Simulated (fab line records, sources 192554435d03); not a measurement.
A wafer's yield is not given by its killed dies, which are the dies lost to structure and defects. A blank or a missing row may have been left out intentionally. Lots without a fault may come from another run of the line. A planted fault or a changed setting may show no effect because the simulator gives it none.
fab line records | flow n5_finfet
record lots=9 | wafers=27 | last_day=18
route steps=1938 shown FIN_CUT@166 BEOL_M4@1111 PASSIVATION@1936
lots that met no fault: from a run of the same line without faults
start_h: the number of hours between the record's first day and the start of the first shown wafer of the lot | wait_h: hours since the lot's step before | " the same as in the row above | L1.1+2: a row that stands for several wafers | - no value, or no start was given | * or withheld: withheld | < > ~ a bound
route shown NAME@n: a module of which the file shows steps, and the number in the route of the first | usual: mean/standard deviation taken from wafers without a fault | same: alike in all rows | chamber/n: place in a boat | sites: per-site readings | _std_site: standard deviation of those values | _edge_site: outer sites' mean less inner sites' | radius_mm: for every site, how far away it sits from the centre of the wafer | mask NAME#n: copy n | behind: the last tool/chamber to shape the wafer | hold: reason for holding the lot/hours on hold/outcome of the hold | device: names the non-switching transistor (n, p or np) | end of line: the same wafers' tests at the end of the route | a step given without rows: its recipe and nothing more | killed: at the first sort, the dies lost to defects and structure; wafer yield is something else | map: dies across one wafer; x = killed, . = not, _ = none there
set.NAME: the setting as run; set.NAME@STEP: as run at that earlier step | model.NAME: the simulator's own value behind a step, which no gauge read
the route's steps for a sample of lots (tables are steps, rows are wafers)
services: a tool's chamber out of use, with start hour (start_h, from the record's first day; less than 0 if before it), hours out, and reason
## steps
# step N5_FIN_CUT_DESCUM_13
# recipe chemistry=O2 | time_s=7 | source_power_w=50 | bias_power_w=20 | pressure_mtorr=20 | rf_frequency_hz=2.712e+07 | temp_c=40 | resist=CAR-EUV | o2_flow_sccm=225
# usual drypump_motor_current_A=5.7/0.49 | oes_product_au=0.80/0.095 | rf_vpp_V=243.3/1.4 | showerhead_plenum_p_Torr=2.10/0.064 | throttle_valve_pct=20.37/0.19
lot.wafer | tool        | chamber | start_h | wait_h | drypump_motor_current_A | oes_product_au | rf_hours_counter_h | rf_vpp_V | showerhead_plenum_p_Torr | throttle_valve_pct
L399.2    | rie_diel-03 | 0       | 51.96   | 0.2    | 6.0                     | 0.91           | 22                 | 243.3    | 2.12                     | 20.33
L399.3    | "           | 1       | "       | "      | 6.6                     | 0.80           | 116                | 244.3    | 2.08                     | 20.22
L399.5    | "           | 2       | "       | "      | 5.8                     | 0.83           | -                  | 243.3    | 2.12                     | 20.18
L400.1    | rie_diel-05 | 2       | 56.97   | 0.0    | 5.0                     | 0.90           | 32                 | 241.1    | 2.04                     | 20.33
L400.5    | "           | 3       | "       | "      | 5.8                     | 0.75           | -                  | 243.2    | 2.19                     | 20.78
L400.6    | "           | 2       | "       | "      | 5.0                     | 0.90           | -                  | 242.3    | 2.04                     | 20.32
L405.3    | rie_diel-03 | 0       | 86.80   | 0.0    | 6.0                     | 0.88           | 34                 | 243.8    | 2.11                     | 20.35
L405.4    | "           | 1       | "       | "      | 6.6                     | 0.78           | 129                | 242.2    | 2.07                     | 20.26
L405.6    | "           | 3       | "       | "      | 6.5                     | 0.97           | -                  | 244.7    | 2.24                     | 20.26
L406.1    | rie_diel-05 | 1       | 95.44   | 0.0    | 5.9                     | 0.68           | 223                | 243.7    | 2.15                     | 20.27
L406.3    | "           | 3       | "       | "      | 5.8                     | 0.74           | 179                | 242.9    | 2.19                     | 20.81
L406.5    | "           | 0       | "       | "      | 5.1                     | 0.72           | -                  | 241.8    | 2.02                     | 20.40
L408.2    | rie_diel-03 | 2       | 105.20  | 0.3    | 5.8                     | 0.81           | 85                 | 241.6    | 2.11                     | 20.19
L408.5    | "           | 1       | "       | "      | 6.6                     | 0.78           | -                  | 242.4    | 2.07                     | 20.26
L408.6    | "           | 2       | "       | "      | 5.8                     | 0.81           | -                  | 244.2    | 2.11                     | 20.21
L409.1    | rie_diel-03 | 3       | 111.24  | 0.0    | 6.5                     | 0.95           | 10                 | 245.7    | 2.23                     | 20.27
L409.4    | "           | 0       | "       | "      | 6.1                     | 0.86           | 40                 | 244.0    | 2.11                     | 20.36
L409.5    | "           | 2       | "       | "      | 5.8                     | 0.81           | -                  | 241.8    | 2.11                     | 20.22
L410.1    | rie_diel-03 | 3       | 117.34  | 0.3    | 6.5                     | 0.94           | 11                 | 245.1    | 2.23                     | 20.26
L410.4    | "           | 2       | "       | "      | 5.8                     | 0.81           | 89                 | 243.6    | 2.11                     | 20.21
L410.6    | "           | 3       | "       | "      | 6.5                     | 0.95           | -                  | 246.0    | 2.24                     | 20.27
L412.2    | rie_diel-05 | 1       | 130.05  | 0.0    | 5.9                     | 0.67           | 232                | 245.1    | 2.15                     | 20.29
L412.3    | "           | 0       | "       | "      | 5.1                     | 0.72           | 172                | 241.6    | 2.02                     | 20.41
L412.5    | "           | 2       | "       | "      | 5.0                     | 0.87           | -                  | 241.0    | 2.03                     | 20.36
L418.2    | rie_diel-03 | 3       | 166.45  | 0.0    | 6.5                     | 0.90           | 26                 | 246.5    | 2.23                     | 20.30
L418.3    | "           | 2       | "       | "      | 5.8                     | 0.79           | 104                | 243.5    | 2.11                     | 20.23
L418.6    | "           | 2       | "       | "      | 5.8                     | 0.78           | -                  | 244.6    | 2.11                     | 20.24
# step N5_FIN_CUT_ETCH_21
# recipe chemistry=N2/H2 | target=SOC | target_depth_a=2190 | overetch_a=438 | mask_material=SiARC | temp_c=40 | ion_energy_ev=100 | bias_w=61 | time_s=523.5 | pressure_mtorr=30 | source_w=850 | n2_flow_sccm=200 | h2_flow_sccm=200
# usual bias_w=60.99/0.17 | chamber_pressure_mTorr=30.001/0.027 | drypump_motor_current_A=5.7/0.49 | n2_flow_sccm=200.1/0.54 | oes_product_au=0.74/0.085 | rf_vpp_V=240.8/1.2 | showerhead_plenum_p_Torr=2.55/0.079 | throttle_valve_pct=17.72/0.22
lot.wafer | tool        | chamber | start_h | wait_h | bias_w | chamber_pressure_mTorr | drypump_motor_current_A | n2_flow_sccm | oes_product_au | rf_hours_counter_h | rf_vpp_V | showerhead_plenum_p_Torr | throttle_valve_pct
L399.2    | rie_diel-03 | 0       | 52.05   | 0.0    | 60.84  | 29.988                 | 6.1                     | 199.2        | 0.82           | 23                 | 241.7    | 2.60                     | 17.93
L399.3    | "           | 1       | "       | "      | 61.02  | 30.002                 | 6.6                     | 200.0        | 0.74           | 116                | 240.8    | 2.54                     | 17.66
L399.5    | "           | 2       | "       | "      | 61.15  | 30.039                 | 5.8                     | 199.5        | 0.77           | -                  | 240.9    | 2.58                     | 17.52
L400.1    | rie_diel-05 | 2       | 57.07   | 0.0    | 60.92  | 29.998                 | 5.0                     | 198.8        | 0.83           | 33                 | 240.4    | 2.47                     | 17.61
L400.5    | "           | 3       | "       | "      | 60.61  | 29.981                 | 5.8                     | 200.7        | 0.68           | -                  | 241.1    | 2.65                     | 18.09
L400.6    | "           | 2       | "       | "      | 60.93  | 29.996                 | 5.0                     | 199.0        | 0.83           | -                  | 239.9    | 2.47                     | 17.63
L405.3    | rie_diel-03 | 0       | 86.89   | 0.0    | 61.02  | 29.975                 | 6.0                     | 199.5        | 0.81           | 34                 | 241.3    | 2.59                     | 17.97
L405.4    | "           | 1       | "       | "      | 61.10  | 30.003                 | 6.6                     | 200.9        | 0.73           | 129                | 241.0    | 2.53                     | 17.69
L405.6    | "           | 3       | "       | "      | 60.81  | 29.985                 | 6.5                     | 199.3        | 0.89           | -                  | 243.8    | 2.71                     | 17.53
L406.1    | rie_diel-05 | 1       | 95.53   | 0.0    | 60.76  | 29.954                 | 6.0                     | 200.6        | 0.63           | 223                | 240.9    | 2.60                     | 17.58
L406.3    | "           | 3       | "       | "      | 61.43  | 30.012                 | 5.8                     | 199.6        | 0.68           | 179                | 240.3    | 2.64                     | 18.09
L406.5    | "           | 0       | "       | "      | 61.03  | 30.041                 | 5.1                     | 199.8        | 0.68           | -                  | 238.0    | 2.45                     | 17.83
L408.2    | rie_diel-03 | 2       | 105.29  | 0.0    | 60.93  | 30.001                 | 5.8                     | 200.1        | 0.75           | 86                 | 240.4    | 2.58                     | 17.58
L408.5    | "           | 1       | "       | "      | 60.97  | 29.923                 | 6.6                     | 200.8        | 0.72           | -                  | 241.3    | 2.53                     | 17.70
L408.6    | "           | 2       | "       | "      | 61.07  | 29.983                 | 5.8                     | 200.1        | 0.75           | -                  | 241.5    | 2.58                     | 17.57
L409.1    | rie_diel-03 | 3       | 111.34  | 0.0    | 61.01  | 30.026                 | 6.5                     | 199.6        | 0.87           | 10                 | 242.2    | 2.71                     | 17.56
L409.4    | "           | 0       | "       | "      | 61.00  | 30.012                 | 6.1                     | 199.6        | 0.79           | 41                 | 242.0    | 2.59                     | 17.96
L409.5    | "           | 2       | "       | "      | 60.91  | 29.988                 | 5.8                     | 200.0        | 0.75           | -                  | 241.7    | 2.58                     | 17.58
L410.1    | rie_diel-03 | 3       | 117.43  | 0.0    | 61.10  | 30.041                 | 6.5                     | 199.7        | 0.87           | 11                 | 242.8    | 2.71                     | 17.55
L410.4    | "           | 2       | "       | "      | 60.94  | 30.044                 | 5.8                     | 198.8        | 0.75           | 89                 | 242.2    | 2.58                     | 17.57
L410.6    | "           | 3       | "       | "      | 60.87  | 29.959                 | 6.5                     | 200.3        | 0.87           | -                  | 241.3    | 2.71                     | 17.56
L412.2    | rie_diel-05 | 1       | 130.14  | 0.0    | 60.96  | 30.051                 | 6.0                     | 199.8        | 0.63           | 232                | 242.7    | 2.60                     | 17.60
L412.3    | "           | 0       | "       | "      | 61.00  | 30.026                 | 5.1                     | 199.6        | 0.67           | 172                | 239.1    | 2.45                     | 17.84
L412.5    | "           | 2       | "       | "      | 61.23  | 29.991                 | 5.0                     | 199.5        | 0.80           | -                  | 240.7    | 2.46                     | 17.66
L418.2    | rie_diel-03 | 3       | 166.55  | 0.0    | 60.62  | 30.028                 | 6.5                     | 200.7        | 0.83           | 26                 | 242.5    | 2.70                     | 17.59
L418.3    | "           | 2       | "       | "      | 60.66  | 29.986                 | 5.8                     | 200.2        | 0.73           | 104                | 239.5    | 2.57                     | 17.61
L418.6    | "           | 2       | "       | "      | 61.00  | 29.951                 | 5.8                     | 199.2        | 0.73           | -                  | 241.8    | 2.57                     | 17.60
# step N5_FIN_CUT_CUT_ETCH_26
# recipe chemistry=CH3F/O2 | target=SiNx | target_depth_a=390 | mask_material=SOC | time_s=55.7 | pressure_mtorr=30 | source_w=395 | bias_w=73 | Ar_flow_sccm=150 | CH3F_flow_sccm=30 | O2_flow_sccm=20 | ion_energy_ev=120
# usual CH3F_flow_sccm=30.02/0.09 | O2_flow_sccm=20.00/0.059 | bias_w=73.01/0.21 | drypump_motor_current_A=5.7/0.49 | oes_f_703_au=0.79/0.099 | oes_product_au=0.79/0.096 | rf_vpp_V=298/11 | showerhead_plenum_p_Torr=2.01/0.068 | throttle_valve_pct=16.32/0.19
lot.wafer | tool        | chamber | start_h | wait_h | CH3F_flow_sccm | O2_flow_sccm | bias_w | drypump_motor_current_A | oes_f_703_au | oes_product_au | rf_hours_counter_h | rf_vpp_V | showerhead_plenum_p_Torr | throttle_valve_pct
L399.2    | rie_diel-03 | 0       | 52.39   | 0.0    | -              | -            | -      | -                       | -            | -              | -                  | -        | -                        | -
L399.3    | "           | 1       | "       | "      | -              | -            | -      | -                       | -            | -              | -                  | -        | -                        | -
L399.5    | "           | 2       | "       | "      | -              | -            | -      | -                       | -            | -              | -                  | -        | -                        | -
L400.1    | rie_diel-05 | 2       | 57.41   | 0.0    | -              | -            | -      | -                       | -            | -              | -                  | -        | -                        | -
L400.5    | "           | 3       | "       | "      | -              | -            | -      | -                       | -            | -              | -                  | -        | -                        | -
L400.6    | "           | 2       | "       | "      | -              | -            | -      | -                       | -            | -              | -                  | -        | -                        | -
L405.3    | rie_diel-03 | 0       | 87.24   | 0.0    | 30.16          | 20.07        | 73.06  | 6.0                     | 0.86         | 0.89           | 34                 | 309      | 2.02                     | 16.20
L405.4    | "           | 1       | "       | "      | 30.09          | 20.06        | 72.78  | 6.6                     | 0.77         | 0.78           | 129                | 306      | 1.98                     | 16.27
L405.6    | "           | 3       | "       | "      | 30.07          | 19.93        | 73.22  | 6.5                     | 0.97         | 0.97           | -                  | 292      | 2.15                     | 16.15
L406.1    | rie_diel-05 | 1       | 95.87   | 0.0    | 30.15          | 19.99        | 72.97  | 5.9                     | 0.66         | 0.66           | 223                | 300      | 2.06                     | 16.32
L406.3    | "           | 3       | "       | "      | 30.08          | 20.02        | 72.83  | 5.8                     | 0.67         | 0.73           | 179                | 315      | 2.09                     | 16.73
L406.5    | "           | 0       | "       | "      | 29.99          | 20.08        | 73.21  | 5.1                     | 0.77         | 0.72           | -                  | 276      | 1.91                     | 16.25
L408.2    | rie_diel-03 | 2       | 105.63  | 0.0    | 29.89          | 19.97        | 73.02  | 5.8                     | 0.81         | 0.79           | 86                 | 290      | 2.03                     | 16.24
L408.5    | "           | 1       | "       | "      | 30.06          | 20.00        | 72.75  | 6.6                     | 0.77         | 0.78           | -                  | 305      | 1.98                     | 16.27
L408.6    | "           | 2       | "       | "      | 30.02          | 19.99        | 73.25  | 5.8                     | 0.81         | 0.80           | -                  | 292      | 2.03                     | 16.24
L409.1    | rie_diel-03 | 3       | 111.68  | 0.0    | 29.98          | 20.03        | 73.09  | 6.5                     | 0.96         | 0.94           | 10                 | 293      | 2.15                     | 16.16
L409.4    | "           | 0       | "       | "      | 30.03          | 19.99        | 72.48  | 6.1                     | 0.85         | 0.88           | 41                 | 310      | 2.02                     | 16.23
L409.5    | "           | 2       | "       | "      | 29.93          | 19.97        | 73.26  | 5.8                     | 0.81         | 0.79           | -                  | 292      | 2.03                     | 16.24
L410.1    | rie_diel-03 | 3       | 117.78  | 0.0    | 29.87          | 20.09        | 73.24  | 6.5                     | 0.95         | 0.94           | 12                 | 291      | 2.15                     | 16.16
L410.4    | "           | 2       | "       | "      | 30.13          | 19.95        | 72.92  | 5.8                     | 0.81         | 0.79           | 89                 | 291      | 2.03                     | 16.24
L410.6    | "           | 3       | "       | "      | 30.05          | 20.07        | 72.67  | 6.5                     | 0.94         | 0.93           | -                  | 290      | 2.15                     | 16.17
L412.2    | rie_diel-05 | 1       | 130.48  | 0.0    | 30.02          | 19.89        | 73.29  | 6.0                     | 0.65         | 0.66           | 232                | 299      | 2.06                     | 16.31
L412.3    | "           | 0       | "       | "      | 30.06          | 19.99        | 73.26  | 5.1                     | 0.76         | 0.71           | 172                | 277      | 1.91                     | 16.23
L412.5    | "           | 2       | "       | "      | 29.99          | 20.05        | 73.21  | 5.0                     | 0.83         | 0.87           | -                  | 304      | 1.93                     | 16.21
L418.2    | rie_diel-03 | 3       | 166.89  | 0.0    | 29.90          | 20.09        | 72.88  | 6.5                     | 0.91         | 0.90           | 26                 | 292      | 2.14                     | 16.19
L418.3    | "           | 2       | "       | "      | 29.95          | 20.01        | 73.22  | 5.8                     | 0.79         | 0.78           | 105                | 292      | 2.02                     | 16.27
L418.6    | "           | 2       | "       | "      | 30.03          | 20.09        | 73.19  | 5.7                     | 0.79         | 0.77           | -                  | 291      | 2.02                     | 16.29
# step N5_FIN_CUT_CUT_ETCH_28
# recipe chemistry=HBr/Cl2/O2 | target=Si | target_depth_a=60 | mask_material=SOC | time_s=2.4 | ion_energy_ev=* | bias_w=* | pressure_mtorr=10 | icp_w=800 | HBr_flow_sccm=150 | Cl2_flow_sccm=80 | O2_flow_sccm=12
# usual HBr_flow_sccm=150.0/0.47 | O2_flow_sccm=12.00/0.038 | bias_w=* | drypump_motor_current_A=5.9/0.38 | oes_product_au=0.997/0.016 | throttle_valve_pct=37.1/0.37
lot.wafer | tool      | chamber | start_h | wait_h | HBr_flow_sccm | O2_flow_sccm | bias_w | drypump_motor_current_A | oes_product_au | rf_hours_counter_h | throttle_valve_pct
L399.2    | rie_si-04 | 0       | 52.64   | 0.0    | 150.3         | 11.98        | *      | 5.6                     | 0.995          | 40                 | 37.5
L399.3    | "         | 2       | "       | "      | 150.5         | 12.00        | *      | 5.9                     | 0.984          | 140                | 36.8
L399.5    | "         | 0       | "       | "      | 150.7         | 12.07        | *      | 5.5                     | 0.993          | -                  | 37.4
L400.1    | rie_si-06 | 2       | 57.66   | 0.0    | 150.1         | 12.06        | *      | 6.1                     | 0.980          | 10                 | 36.3
L400.5    | "         | 1       | "       | "      | 150.4         | 11.97        | *      | 6.2                     | 1.012          | -                  | 37.0
L400.6    | "         | 0       | "       | "      | 150.1         | 12.06        | *      | 5.3                     | 1.028          | -                  | 37.2
L405.3    | rie_si-04 | 1       | 87.49   | 0.0    | 149.4         | 11.97        | *      | 5.9                     | 1.030          | 99                 | 36.8
L405.4    | "         | 2       | "       | "      | 150.1         | 12.05        | *      | 5.9                     | 0.982          | 141                | 36.8
L405.6    | "         | 2       | "       | "      | 149.7         | 12.01        | *      | 5.9                     | 0.985          | -                  | 36.7
L406.1    | rie_si-06 | 2       | 96.38   | 0.0    | 149.6         | 12.06        | *      | 6.1                     | 0.985          | 10                 | 36.3
L406.3    | "         | 0       | "       | "      | 150.0         | 11.99        | *      | 5.2                     | 1.021          | 37                 | 37.2
L406.5    | "         | 2       | "       | "      | 150.6         | 12.01        | *      | 6.1                     | 0.985          | -                  | 36.3
L408.2    | rie_si-05 | 3       | 105.88  | 0.0    | 150.2         | 12.00        | *      | 5.8                     | 0.973          | 157                | 37.9
L408.5    | "         | 3       | "       | "      | 150.2         | 12.04        | *      | 5.9                     | 0.971          | -                  | 37.9
L408.6    | "         | 2       | "       | "      | 150.5         | 11.98        | *      | 6.4                     | 0.991          | -                  | 37.2
L409.1    | rie_si-05 | 0       | 111.93  | 0.0    | 150.2         | 12.00        | *      | 5.3                     | 0.983          | 3                  | 37.2
L409.4    | "         | 3       | "       | "      | 150.4         | 11.97        | *      | 5.8                     | 0.978          | 157                | 37.9
L409.5    | "         | 2       | "       | "      | 150.2         | 11.98        | *      | 6.4                     | 0.981          | -                  | 37.2
L410.1    | rie_si-05 | 3       | 118.02  | 0.0    | 148.9         | 11.95        | *      | 5.8                     | 0.969          | 157                | 37.9
L410.4    | "         | 2       | "       | "      | 150.2         | 12.01        | *      | 6.4                     | 0.987          | 91                 | 37.2
L410.6    | "         | 2       | "       | "      | 150.7         | 12.02        | *      | 6.4                     | 0.991          | -                  | 37.2
L412.2    | rie_si-04 | 2       | 130.73  | 0.0    | 149.7         | 11.99        | *      | 5.9                     | 0.979          | 142                | 36.8
L412.3    | "         | 0       | "       | "      | 149.7         | 12.00        | *      | 5.6                     | 0.995          | 42                 | 37.4
L412.5    | "         | 0       | "       | "      | 148.9         | 12.05        | *      | 5.5                     | 0.995          | -                  | 37.4
L418.2    | rie_si-04 | 1       | 167.21  | 0.0    | 149.3         | 11.99        | *      | 5.9                     | 1.019          | 100                | 36.8
L418.3    | "         | 2       | "       | "      | 150.2         | 11.94        | *      | 5.9                     | 0.980          | 143                | 36.8
L418.6    | "         | 3       | "       | "      | 150.1         | 12.05        | *      | 5.7                     | 1.006          | -                  | 36.8
# step N5_BEOL_M4_RC_MEAS_101
# usual DIBL_N=37.2/2.5 | DIBL_P=38/3 | IOFF_N=0.17/0.044 | IOFF_P=0.24/0.059 | ION_N=667/13 | ION_P=461/7.9 | SS_N=71.8/0.86 | SS_P=73.6/0.92 | VT_N=250/4.1 | VT_P=-249/3.9
lot.wafer | tool      | chamber | start_h | wait_h | DIBL_N[mV/V] | DIBL_P[mV/V] | IOFF_N[nA/um] | IOFF_P[nA/um] | ION_N[uA/um] | ION_P[uA/um] | SS_N[mV/dec] | SS_P[mV/dec] | VT_N[mV] | VT_P[mV]
L405.3    | prober-01 | 0       | 233.36  | 0.3    | 38.9         | 40           | 0.23          | 0.27          | 681          | 462          | 73.0         | 74.5         | 246      | -250
L405.4    | "         | 0       | "       | "      | 35.6         | 37           | 0.16          | 0.22          | 665          | 454          | 72.6         | 73.7         | 251      | -251
L405.6    | "         | 0       | "       | "      | 34.8         | 35           | 0.14          | 0.18          | 657          | 449          | 71.6         | 72.8         | 254      | -253
L406.1    | prober-02 | 0       | 242.56  | 0.0    | 38.9         | 40           | 0.21          | 0.27          | 679          | 464          | 72.4         | 74.0         | 248      | -246
L406.3    | "         | 0       | "       | "      | 36.1         | 38           | 0.15          | 0.23          | 646          | 446          | 71.6         | 74.0         | 252      | -253
L406.5    | "         | 0       | "       | "      | 36.7         | 39           | 0.16          | 0.23          | 671          | 465          | 71.4         | 73.3         | 250      | -249
L408.2    | prober-02 | 0       | 253.90  | 0.2    | 34.6         | 37           | 0.16          | 0.22          | 666          | 461          | 71.6         | 72.7         | 248      | -247
L408.5    | "         | 0       | "       | "      | 36.5         | 40           | 0.19          | 0.27          | 681          | 469          | 71.9         | 73.8         | 246      | -246
L408.6    | "         | 0       | "       | "      | 36.0         | 38           | 0.18          | 0.22          | 671          | 461          | 71.8         | 74.0         | 247      | -251
L409.1    | prober-02 | 0       | 269.10  | 0.0    | 39.0         | 39           | 0.19          | 0.23          | 678          | 460          | 72.2         | 73.8         | 248      | -249
L409.4    | "         | 0       | "       | "      | 34.9         | 36           | 0.12          | 0.18          | 659          | 457          | 71.4         | 72.9         | 252      | -252
L409.5    | "         | 0       | "       | "      | 36.5         | 38           | 0.15          | 0.21          | 672          | 455          | 71.8         | 73.5         | 250      | -252
L412.2    | prober-02 | 0       | 271.98  | 0.2    | 36.0         | 34           | 0.14          | 0.21          | 646          | 446          | 71.9         | 72.9         | 254      | -249
L412.3    | "         | 0       | "       | "      | 38.4         | 38           | 0.18          | 0.24          | 669          | 458          | 72.1         | 73.4         | 249      | -248
L412.5    | "         | 0       | "       | "      | 37.2         | 37           | 0.15          | 0.22          | 658          | 456          | 72.5         | 73.3         | 254      | -251
L410.1    | prober-01 | 0       | 273.93  | 0.0    | 41.7         | 45           | 0.29          | 0.38          | 674          | 471          | 73.4         | 75.3         | 241      | -239
L410.4    | "         | 0       | "       | "      | 39.2         | 43           | 0.22          | 0.36          | 685          | 482          | 72.5         | 75.1         | 246      | -238
L410.6    | "         | 0       | "       | "      | 40.4         | 43           | 0.24          | 0.36          | 674          | 470          | 72.9         | 75.4         | 248      | -241
L418.2    | prober-02 | 0       | 314.24  | 0.2    | 32.1         | 33           | 0.11          | 0.15          | 655          | 449          | 70.3         | 71.7         | 254      | -254
L418.3    | "         | 0       | "       | "      | 32.5         | 32           | 0.11          | 0.15          | 664          | 453          | 70.4         | 72.1         | 255      | -256
L418.6    | "         | 0       | "       | "      | 34.2         | 36           | 0.14          | 0.19          | 672          | 465          | 70.5         | 72.6         | 252      | -251
# step N5_PASSIVATION_PROBE_49
# usual killed_at_M0_to_M3=32/11 | killed_at_M4_up=12/4.4 | killed_at_contacts=13/6.1 | killed_at_front_end=39/12 | killed_at_other=3.9/3 | killed_dies=100/17 | killed_on_rim=13/3.9 | killed_open=66/12 | killed_short=33/7.4
# same gross_dies=1180 | killed_at_back_side=0
lot.wafer | tool      | chamber | start_h | wait_h | killed_at_M0_to_M3 | killed_at_M4_up | killed_at_contacts | killed_at_front_end | killed_at_other | killed_dies | killed_on_rim | killed_open | killed_short
L399.2    | prober-02 | -       | 309.98  | 0.1    | 35                 | 16              | 11                 | 1116                | 2               | 1180        | 152           | 69          | 43
L399.3    | prober-02 | -       | 310.03  | 0.1    | 19                 | 15              | 17                 | 1125                | 4               | 1180        | 152           | 58          | 38
L399.5    | prober-02 | -       | 310.13  | 0.2    | 16                 | 10              | 20                 | 1131                | 3               | 1180        | 152           | 59          | 23
L400.1    | prober-02 | -       | 324.82  | 0.0    | 43                 | 8               | 11                 | 1117                | 1               | 1180        | 152           | 77          | 36
L400.5    | prober-02 | -       | 325.02  | 0.2    | 18                 | 7               | 19                 | 1135                | 1               | 1180        | 152           | 64          | 18
L400.6    | prober-02 | -       | 325.07  | 0.3    | 43                 | 12              | 11                 | 1113                | 1               | 1180        | 152           | 67          | 36
# killed by level:class
L399.2 FIN_CUT:area_etch=1066 FIN_SAQP:geometric_particle:open=19 BEOL_M0_SAQP:geometric_particle:short=11 FIN_SAQP:geometric_particle:short=10 MOL_CONTACT_COAG:geometric_particle:open=7 BEOL_M2:geometric_particle:open=6 DUMMY_GATE:geometric_particle:open=5 BEOL_M0_SAQP:geometric_particle:open=5
L399.3 FIN_CUT:area_etch=1082 FIN_SAQP:geometric_particle:open=14 MOL_CONTACT_COAG:geometric_particle:open=13 BEOL_M0:geometric_particle:open=5 BEOL_M5:geometric_particle:short=5 STI_FIN_REVEAL:geometric_particle:open=4 BEOL_M0_SAQP:geometric_particle:short=4 DUMMY_GATE:geometric_particle:open=4
L399.5 FIN_CUT:area_etch=1097 MOL_CONTACT_COAG:geometric_particle:open=18 FIN_SAQP:geometric_particle:open=10 FIN_SAQP:geometric_particle:short=8 STARTING-WAFER:geometric_particle:open=6 BEOL_M0_SAQP:geometric_particle:open=5 DUMMY_GATE:geometric_particle:open=4 BEOL_M4:geometric_particle:open=4
L400.1 FIN_CUT:area_etch=1066 BEOL_M0_SAQP:geometric_particle:open=11 STI_FIN_REVEAL:geometric_particle:open=10 MOL_CONTACT_COAG:geometric_particle:open=9 BEOL_M0_SAQP:geometric_particle:short=8 FIN_SAQP:geometric_particle:open=6 BEOL_M2:geometric_particle:open=6 BEOL_M3:geometric_particle:short=6
L400.5 FIN_CUT:area_etch=1093 MOL_CONTACT_COAG:geometric_particle:open=15 FIN_SAQP:geometric_particle:open=9 STI_FIN_REVEAL:geometric_particle:open=8 BEOL_M0_SAQP:geometric_particle:open=5 MOL_CONTACT_COAG:geometric_particle:short=4 BEOL_M0_SAQP:geometric_particle:short=4 FIN_SAQP:geometric_particle:short=3
L400.6 FIN_CUT:area_etch=1077 BEOL_M0_SAQP:geometric_particle:open=13 BEOL_M0_SAQP:geometric_particle:short=12 FIN_SAQP:geometric_particle:open=8 STI_FIN_REVEAL:geometric_particle:open=8 FIN_SAQP:geometric_particle:short=7 MOL_CONTACT_COAG:geometric_particle:open=7 BEOL_M2:geometric_particle:open=7
## services
tool        | chamber | start_h | hours | kind
rie_diel-03 | 3       | 45.74   | -     | clean
rie_diel-03 | 3       | 45.74   | -     | consumable_replace:focus_ring
rie_diel-03 | 3       | 45.74   | -     | consumable_replace:showerhead
rie_diel-03 | 3       | 45.74   | 30.3  | scheduled_down
rie_diel-03 | 3       | 45.74   | 30.3  | vent_cycle
rie_diel-05 | 2       | 52.48   | 3.9   | repair
rie_si-06   | 0       | 74.82   | 4.1   | repair
rie_diel-05 | 3       | 77.89   | 10.9  | repair
rie_diel-03 | 0       | 77.97   | 4.1   | repair
rie_si-04   | 1       | 91.15   | 37.1  | repair
rie_diel-05 | 0       | 118.41  | 3.1   | repair
rie_diel-03 | -       | 134.45  | 2.8   | pm
rie_diel-05 | -       | 139.00  | 2.8   | pm
rie_si-06   | 1       | 149.14  | -     | clean
rie_si-06   | 1       | 149.14  | 18.9  | scheduled_down
rie_si-06   | 1       | 149.14  | 18.9  | vent_cycle
rie_diel-05 | 3       | 158.44  | 5.2   | repair
## key
first_sign step=N5_FIN_CUT_CUT_ETCH_26 | reading=tool_record | direction=missing
effect step=N5_PASSIVATION_PROBE_49 | reading=killed_at_front_end | direction=up | sigmas=93 | usual=39 | struck=1123
more_kills_born_at N5_FIN_CUT_CUT_ETCH_26@rie_diel-03=3245 | N5_FIN_CUT_CUT_ETCH_26@rie_diel-05=3236
met_at N5_FIN_CUT_CUT_ETCH_26
struck_lots L399,L400
later_rows_left_out L399.2,L399.3,L399.5,L400.1,L400.5,L400.6
tester_left_out L399,L400
not_acting_at N5_FIN_CUT_DESCUM_13,N5_FIN_CUT_ETCH_21,N5_FIN_CUT_CUT_ETCH_28
fault kind=skipped_step_whole | tool=rie_diel-03,rie_diel-05 | chamber=- | onset_h=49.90 | steps=N5_FIN_CUT_CUT_ETCH_26 | scope=struck_lots_only
# tester_left_out: of these lots the tester's yield and bins aren't shown, on N5 and GAA mostly nor the transistor test; their killed dies are dies lost to structure and defects alone, not to doping, threshold or leakage, so they don't give the yield
# later_rows_left_out: the simulator's readings of these wafers behind a module that went badly wrong aren't trusted and aren't shown, but for the sort
